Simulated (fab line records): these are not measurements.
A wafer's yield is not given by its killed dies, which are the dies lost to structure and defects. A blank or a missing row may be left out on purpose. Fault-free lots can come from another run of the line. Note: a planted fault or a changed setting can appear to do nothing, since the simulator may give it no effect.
Check of tool commonality	flow nand-harc	2 lots, 6 wafers sampled

REASON IT WAS OPENED
Flagged at NHARC_END_SORT_01: reading killed-at-periphery, on 2 of 2 lots. Fault-free wafers read 3.6, with a standard deviation of 2.5.
Rule: a lot is flagged when every wafer of it that has a number lies more than 4 standard deviations from that mean, or none has a number. The other lots count as sound.

lot	measured	on	killed-at-periphery, wafer by wafer	flag
L347	day 22 04:41	prober-01	638 652 643	FLAGGED
L346	day 22 05:19	prober-02	644 653 650	FLAGGED
Flagged lots average 646.7: +643.1 relative to the usual, that is +99 or more standard deviations.

TOOL THAT RAN EACH LOT
The record keeps 1 process step preceding the reading, out of 1159 steps on the route. Cell contents, in order: the tool; ch with the chambers the sampled wafers went through; the start.
lot	flag	NHARC_P_STI_ETCH_31
L347	FLAGGED	rie-diel-03 ch 0,2,3, day 5 05:19
L346	FLAGGED	rie-diel-12 ch 0,1, day 5 00:24
These steps, and what they do:
- NHARC_P_STI_ETCH_31: etches the open film in CF4/CHF3, target depth 108.9 nm, time 54.5 s.
- NHARC_END_SORT_01

FLAGGED OVER TOTAL, TOOL BY TOOL (the gauges that took the reading come last)
step	tool	lots run	flagged	share of the flagged lots	sound lots run after its first flagged lot
NHARC_P_STI_ETCH_31	rie-diel-03	1	1	some	0
NHARC_P_STI_ETCH_31	rie-diel-12	1	1	some	0
NHARC_END_SORT_01	prober-01	1	1	some	0
NHARC_END_SORT_01	prober-02	1	1	some	0

THE TABLE: WHAT IT ALLOWS
No row of the table ran every flagged lot.

WHAT HAD BEEN PUT IN BY THE SIMULATOR
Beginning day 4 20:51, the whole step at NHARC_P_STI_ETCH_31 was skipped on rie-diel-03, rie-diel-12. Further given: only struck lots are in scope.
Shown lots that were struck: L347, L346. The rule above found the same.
